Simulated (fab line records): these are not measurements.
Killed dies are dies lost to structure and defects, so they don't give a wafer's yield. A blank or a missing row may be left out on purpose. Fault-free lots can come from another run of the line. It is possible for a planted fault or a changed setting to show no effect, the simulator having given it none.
Chamber matching	flow n5-finfet	N5_FIN_SAQP_ALD_61 on ald-sin-03 has 4 sister chambers
The step deposits SiO2, target thk 4 nm, pulse time 1 s, purge time 2 s. 8 wafers are shown with their chamber, then 12 later ones without.

== WAFERS, EACH WITH ITS CHAMBER ==
wafer	chamber	heater-power-w (W)	precursor-pulse-height-rel
L084.6	0	514	0.992
L090.6	3	464	0.989
L092.4	2	511	1.024
L092.5	1	487	0.998
L092.6	0	492	1.014
L094.1	1	491	0.986
L094.4	3	471	1.005
L094.5	2	510	1.004

== WAFERS WHOSE CHAMBER IS MISSING ==
wafer	heater-power-w (W)	precursor-pulse-height-rel
L096.1	488	0.951
L096.2	460	0.985
L096.3	497	1.004
L096.4	505	0.998
L096.5	483	1.041
L096.6	490	0.997
L097.1	479	0.991
L097.2	519	0.988
L097.3	491	1.015
L097.4	502	0.968
L097.5	485	0.987
L097.6	492	0.995

== WHICH CHAMBER EACH ONE RAN IN ==
wafer	from the rows above	in truth
L096.1	can't be placed: 1 or 3 or 0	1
L096.2	3	3
L096.3	can't be placed: 0 or 1 or 2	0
L096.4	can't be placed: 0 or 2 or 1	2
L096.5	can't be placed: 0 or 1 or 2 or 3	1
L096.6	can't be placed: 1 or 0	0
L097.1	can't be placed: 1 or 3 or 0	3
L097.2	can't be placed: 0 or 2 or 1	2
L097.3	can't be placed: 0 or 1 or 2 or 3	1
L097.4	can't be placed: 1 or 0 or 2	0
L097.5	can't be placed: 1 or 3 or 0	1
L097.6	can't be placed: 1 or 0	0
Correctly placed: 1 of 12. Cannot be placed on the basis of these rows: 11; the candidates contain the true chamber in 11. Placed wrongly: 0.
How it was worked out, from the rows above alone: a wafer's distance from a chamber is the root of the sum, over the readings, of the square of ((its reading less the chamber's mean) divided by the reading's scatter). If the next closest chamber is less than 2 further off than the closest, the wafer can't be placed; otherwise it belongs to the closest. A chamber's mean is the mean of its shown wafers. The scatter: the root of (the sum of the squares of (reading less its chamber's mean) over the shown wafers, divided by (wafers less chambers)).
